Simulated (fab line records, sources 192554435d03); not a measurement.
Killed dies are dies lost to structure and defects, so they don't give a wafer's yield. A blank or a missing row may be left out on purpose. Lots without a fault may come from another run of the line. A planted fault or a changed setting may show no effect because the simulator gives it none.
Chamber matching | flow n5_finfet | N5_BEOL_M7_ETCH_65 on rie_diel-04: 4 sister chambers
The step etches SiARC in CF4, target depth 15.6 nm, time 26 s. 30 wafers are shown with their chamber, then 12 later ones without.

WAFERS WITH THEIR CHAMBER
wafer  | chamber | showerhead_plenum_p_Torr (Torr) | throttle_valve_pct (%) | etch_rf_on_time_s (s)
L074.4 | 1       | 2.05                            | 15.6                   | 26.5
L074.5 | 2       | 2.12                            | 15.9                   | 25.3
L074.6 | 1       | 2.05                            | 15.6                   | 26.4
L075.2 | 3       | 2.06                            | 15.6                   | 25.3
L075.3 | 0       | 2.03                            | 15.5                   | 25.6
L075.4 | 2       | 2.11                            | 15.9                   | 25.0
L077.1 | 3       | 2.06                            | 15.7                   | 25.6
L077.2 | 2       | 2.11                            | 15.9                   | 25.0
L077.3 | 0       | 2.03                            | 15.6                   | 25.7
L077.4 | 1       | 2.05                            | 15.6                   | 26.4
L077.5 | 3       | 2.06                            | 15.7                   | 25.5
L077.6 | 0       | 2.03                            | 15.6                   | 25.6
L078.1 | 3       | 2.06                            | 15.7                   | 25.8
L078.2 | 2       | 2.11                            | 15.9                   | 25.1
L078.3 | 1       | 2.05                            | 15.6                   | 26.4
L078.4 | 0       | 2.03                            | 15.6                   | 25.9
L078.5 | 3       | 2.06                            | 15.7                   | 25.7
L078.6 | 0       | 2.03                            | 15.6                   | 25.8
L079.2 | 3       | 2.06                            | 15.7                   | 25.7
L079.3 | 0       | 2.03                            | 15.6                   | 25.9
L079.5 | 2       | 2.11                            | 15.9                   | 25.0
L083.1 | 3       | 2.06                            | 15.7                   | 26.1
L083.2 | 0       | 2.03                            | 15.6                   | 26.0
L083.5 | 2       | 2.11                            | 16.0                   | 25.3
L086.1 | 0       | 2.02                            | 15.6                   | 25.5
L086.3 | 1       | 2.04                            | 15.7                   | 26.6
L086.4 | 2       | 2.11                            | 16.0                   | 25.2
L088.3 | 1       | 2.04                            | 15.7                   | 26.9
L088.5 | 0       | 2.02                            | 15.6                   | 26.1
L088.6 | 3       | 2.06                            | 15.7                   | 26.1

SIGNATURES (means of the wafers above)
reading                  | chamber 0 | chamber 1 | chamber 2 | chamber 3 | scatter within a chamber
showerhead_plenum_p_Torr | 2.0278    | 2.0467    | 2.1114    | 2.0600    | 0.0038
throttle_valve_pct       | 15.589    | 15.633    | 15.929    | 15.688    | 0.0417
etch_rf_on_time_s        | 25.789    | 26.533    | 25.129    | 25.725    | 0.212
Rule: a wafer's distance from a chamber is the root of the sum, over the readings, of the square of ((its reading less the chamber's mean) divided by the reading's scatter). The wafer belongs to the nearest chamber; if the next one is less than 2 further off, it can't be placed. The scatter: the root of (the sum of the squares of (reading less its chamber's mean) over the shown wafers, divided by (wafers less chambers)).

WAFERS WITHOUT THEIR CHAMBER
wafer  | showerhead_plenum_p_Torr (Torr) | throttle_valve_pct (%) | etch_rf_on_time_s (s)
L092.1 | 2.02                            | 15.6                   | 25.8
L092.3 | 2.04                            | 15.7                   | 27.0
L092.6 | 2.05                            | 15.7                   | 26.1
L091.1 | 2.05                            | 15.7                   | 25.9
L091.2 | 2.04                            | 15.7                   | 26.6
L091.3 | 2.11                            | 15.5                   | 24.6
L091.4 | 2.11                            | 15.5                   | 24.4
L091.5 | 2.04                            | 15.7                   | 26.5
L091.6 | 2.05                            | 15.7                   | 25.9
L097.1 | 2.05                            | 15.7                   | 25.9
L097.3 | 2.04                            | 15.7                   | 26.7
L097.5 | 2.05                            | 15.8                   | 26.0

WHICH CHAMBER EACH WENT THROUGH
wafer  | from the rows above     | in truth
L092.1 | 0                       | 0
L092.3 | 1                       | 1
L092.6 | can't be placed: 1 or 3 | 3
L091.1 | can't be placed: 3 or 1 | 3
L091.2 | 1                       | 1
L091.3 | 2                       | 2
L091.4 | 2                       | 2
L091.5 | 1                       | 1
L091.6 | can't be placed: 3 or 1 | 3
L097.1 | can't be placed: 3 or 1 | 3
L097.3 | 1                       | 1
L097.5 | can't be placed: 3 or 1 | 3
Placed correctly: 7 of 12. Can't be placed from these rows: 5 (the true chamber is among the candidates in 5). Placed wrongly: 0.
